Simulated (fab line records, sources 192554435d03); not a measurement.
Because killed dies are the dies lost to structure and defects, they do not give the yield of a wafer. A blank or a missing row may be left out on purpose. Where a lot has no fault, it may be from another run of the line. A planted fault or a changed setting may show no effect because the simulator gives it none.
Comparing a struck lot with a sound one -- flow n5Finfet -- 14 out of 1938 route steps
Sound: wafers L281.1, L281.4, L281.6. Wafers struck: L292.1, L292.4, L292.6. The cause is named last.
Each step with rows lists, per side, the tool, then ch with its chambers, then its first start. Under that, the readings that differ: sound wafers -- struck wafers -- difference of the means -- sigmas: that difference in standard deviations of wafers without a fault.
alike: readings with means less than 2 such deviations apart, plus words and numbers identical on both sides. not compared: withheld readings, readings lacking a value on some wafer, bounds such as >300 that could conceal the same value, and numbers that have no deviation in the record and whose values overlap.
The two part at a step that has a row with sigmas, a row that says differs or no value, or rows on one side only. Numbers that have no deviation but don't overlap get no sigmas and don't part them. A reading missing from all wafers of one side parts the sides only when that side holds two or more wafers.

N5_BEOL_M1_ILD_DEP_00: deposits SiOC from DEMS/O2, target thk 79 nm, time 15.3 s.
  sound on pecvd-02 ch 0,1,2, day 6 02:28; struck on pecvd-02 ch 0,1,2, day 8 20:53
  alike: heaterPowerW, showerheadPlenumPTorr, showerheadVppV, throttleValvePct
N5_BEOL_M1_THK_MEAS_01:
  sound on filmMetro-01, day 6 02:32; struck on filmMetro-01, day 8 20:56
  alike: M1_ILD_THK
N5_BEOL_M1_PECVD_72: deposits SiO2 from TEOS/O2, target thk 16 nm, time 18 s.
  sound on pecvd-03 ch 0,1, day 6 02:34; struck on pecvd-03 ch 0,1,2, day 8 20:59
  alike: heaterPowerW, showerheadPlenumPTorr, showerheadVppV, throttleValvePct
N5_BEOL_M1_HM_DEP_02: deposits TiN, target thk 20 nm.
  sound on pvdSputter-01, day 6 02:39; struck on pvdSputter-01, day 8 22:10
  alike: throttleValvePct
then, 8 steps without rows for these wafers: N5_BEOL_M1_COAT_61 (time 60 s, resist thk 60 nm); N5_BEOL_M1_COAT_62 (time 60 s, resist thk 12 nm); N5_BEOL_M1_COAT_73 (time 60 s, resist thk 5 nm); N5_BEOL_M1_COAT_05 (resist thk 30 nm); N5_BEOL_M1_EBR_07; N5_BEOL_M1_SOFTBAKE_06 (time 60 s); N5_BEOL_M1_EXPOSE_08 (exposes mask M1); N5_BEOL_M1_PEB_09 (peb time 60 s).
N5_BEOL_M1_DEVELOP_10: develop time 30 s.
  sound on lithoTrack-03 ch 0, day 6 03:07; struck on lithoTrack-05, day 8 22:29
  no value came back on the struck wafers for chillPlateTempC (C), developTimeS (s); on the sound wafers chillPlateTempC (C) reads 22.91 22.83 22.99
reading,sound,struck,difference,sigmas
model.CAR-EUV_of_BEOL_M1_COAT_05.thkNm (nm),29.6 29.4 29.4,30 30 30,+1,
N5_BEOL_M1_CD_MEAS_11 targets a cd of 17.05 nm.
  sound on cdSem-02 ch 0, day 6 03:10; struck on cdSem-03 ch 0, day 8 22:32
reading,sound,struck,difference,sigmas
cdNm (nm),17.35 17.09 17.02,- - -,no value on the struck wafers,

== WHERE THEY PART ==
At N5_BEOL_M1_DEVELOP_10 first; at N5_BEOL_M1_CD_MEAS_11 last (within this record only).

WHY: what the simulator had put in
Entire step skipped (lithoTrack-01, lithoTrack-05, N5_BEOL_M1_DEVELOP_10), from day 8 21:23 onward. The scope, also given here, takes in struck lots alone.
